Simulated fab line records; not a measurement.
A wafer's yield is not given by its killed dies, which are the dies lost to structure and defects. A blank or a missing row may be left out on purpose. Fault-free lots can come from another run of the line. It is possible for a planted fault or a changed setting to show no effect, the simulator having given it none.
Struck lot and sound lot, side by side -- flow nand harc -- 22 out of 1302 route steps
Sound: the wafers L180.2, L180.4, L180.6. Wafers L191.3, L191.6 were the ones struck. The cause is given at the end.
Per side, at each step with rows, come the tool, then ch with its chambers, and then its first start. Under that, the readings that differ: sound wafers -- struck wafers -- difference of the means -- sigmas: that difference in standard deviations of wafers without a fault.
alike: same words and numbers on both sides, and readings whose means sit less than 2 such deviations apart. not compared: any withheld reading, any reading some wafer has no value for, any bound like >300 that may hide the same value, and any number with overlapping values for which the record gives no deviation.
A row with sigmas, a row that says differs or no value, or rows on one side alone: a step with any of these is where the two part. Numbers that have no deviation but don't overlap get no sigmas and don't part them. A reading that every wafer of one side lacks parts them only if that side has two wafers or more.

NHARC_P_CONTACT_CMP_24: polishes, t overpolish 30 s, target thk 200 nm.
  sound on cmp-01 ch 0,2,3, day 6 02:56; struck on cmp-01 ch 1, day 10 23:35
reading,sound,struck,difference,sigmas
motor current A (A),11.4 11.0 11.9,14.0 15.2,+3.2,+3
  alike: edge zone pressure frac, overpolish run s, time to endpoint s
following that, these wafers have no rows for 1 step: NHARC_P_CONTACT_SRD_26.
NHARC_P_CONTACT_INSPECT_27:
  sound on defect inspect-02 at day 6 03:20; struck on defect inspect-02 at day 10 23:58
  alike: raw defect count
then, 8 steps without rows for these wafers: NHARC_P_M0_DEP_00 (deposits SiOC, target thk 150 nm); NHARC_P_M0_DEHYDRATE_01 (time 120 s); NHARC_P_M0_HMDS_02 (time 30 s); NHARC_P_M0_COAT_33 (time 65 s); NHARC_P_M0_COAT_03 (resist thk 90 nm); NHARC_P_M0_SOFTBAKE_04 (time 55 s); NHARC_P_M0_EBR_05; NHARC_P_M0_EXPOSE_06 (exposes mask P M0, target cd 90 nm).
NHARC_P_M0_PEB_07: peb time 65 s.
  sound on litho track-04 ch 0, day 6 04:10; struck on litho track-04 ch 0, day 11 00:47
reading,sound,struck,difference,sigmas
heater power total W (W),156.4 156.1 156.8,175.6 175.8,+19.3,+48
then, 1 step without rows for these wafers: NHARC_P_M0_DEVELOP_08 (develop time 35 s).
NHARC_P_M0_CD_MEAS_09 targets a cd of 90 nm.
  sound on cd sem-01 ch 0, day 6 04:14; struck on cd sem-03 ch 0, day 11 00:53
reading,sound,struck,difference,sigmas
cd nm (nm),91.0 90.3 90.9,81.5 82.0,-9.0,-16
NHARC_P_M0_OVL_MEAS_10: pitch 180 nm.
  sound on overlay-02 at day 6 04:20; struck on overlay-02 at day 11 00:58
reading,sound,struck,difference,sigmas
overlay x nm (nm),1.4 1.0 1.2,-1.1 -0.5,-2.0,-2
  alike: overlay y nm
NHARC_P_M0_INSPECT_11:
  sound on defect inspect-02 at day 6 04:22; struck on defect inspect-01 at day 11 01:00
  alike: raw defect count
NHARC_P_M0_DESCUM_14: chemistry O2, time 3 s.
  sound on rie diel-08 ch 1,2, day 6 04:26; struck on rie diel-08 ch 0,3, day 11 01:04
reading,sound,struck,difference,sigmas
model.P_M0.cd nm (nm),91.69 90.33 91.21,81.88 82.28,-9.00,
  alike: drypump motor current A, oes product au, rf vpp V, showerhead plenum p Torr, throttle valve pct
  not compared: rf hours counter h
NHARC_P_M0_ETCH_34: etches the open film in N2/H2, target depth 40 nm, overetch 12 nm, time 43.94 s.
  sound on rie diel-08 ch 0,2, day 6 04:31; struck on rie diel-08 ch 0, day 11 01:09
  alike: bias w, drypump motor current A, oes product au, rf vpp V, showerhead plenum p Torr, throttle valve pct
  not compared: rf hours counter h
NHARC_P_M0_ETCH_15: etches the open film in C4F8/Ar, target depth 150 nm, overetch 15 nm, time 82.5 s.
  sound on rie diel-08 ch 0,2; struck on rie diel-08 ch 2,3
reading,sound,struck,difference,sigmas
model.P_M0.cd nm (nm),92.72 90.72 91.93,81.13 81.47,-10.49,
  alike: bias w, oes product au, rf vpp V
  not compared: rf hours counter h
NHARC_P_M0_CD_MEAS_16:
  sound on cd sem-02 at day 6 04:44; struck on cd sem-02 at day 11 01:22
reading,sound,struck,difference,sigmas
cd nm (nm),92.6 90.6 91.6,80.8 81.5,-10.4,-14
NHARC_P_M0_STRIP_18: strips in N2/H2.
  sound on rie diel-02 ch 1,2,3, day 6 04:48; struck on rie diel-02 ch 1,2, day 11 01:31
reading,sound,struck,difference,sigmas
throttle valve pct (%),14.157 14.183 14.211,14.162 14.165,-0.020,-2
  alike: drypump motor current A, oes product au, rf vpp V, showerhead plenum p Torr
  not compared: rf hours counter h
-- the record jumps here: 18 days lie between the struck wafers' starts before and after (it left off in module P_M0 and takes up again in module END, whose first step shown is number 1302 of the route) --
NHARC_END_SORT_01:
  at this point the record logs the struck wafers (prober-02 ch 0, day 29 04:56) and has no rows for the sound ones

## WHERE THEY PART
At NHARC_P_CONTACT_CMP_24 first; at NHARC_END_SORT_01 last (within this record only).

WHY: what the simulator had put in
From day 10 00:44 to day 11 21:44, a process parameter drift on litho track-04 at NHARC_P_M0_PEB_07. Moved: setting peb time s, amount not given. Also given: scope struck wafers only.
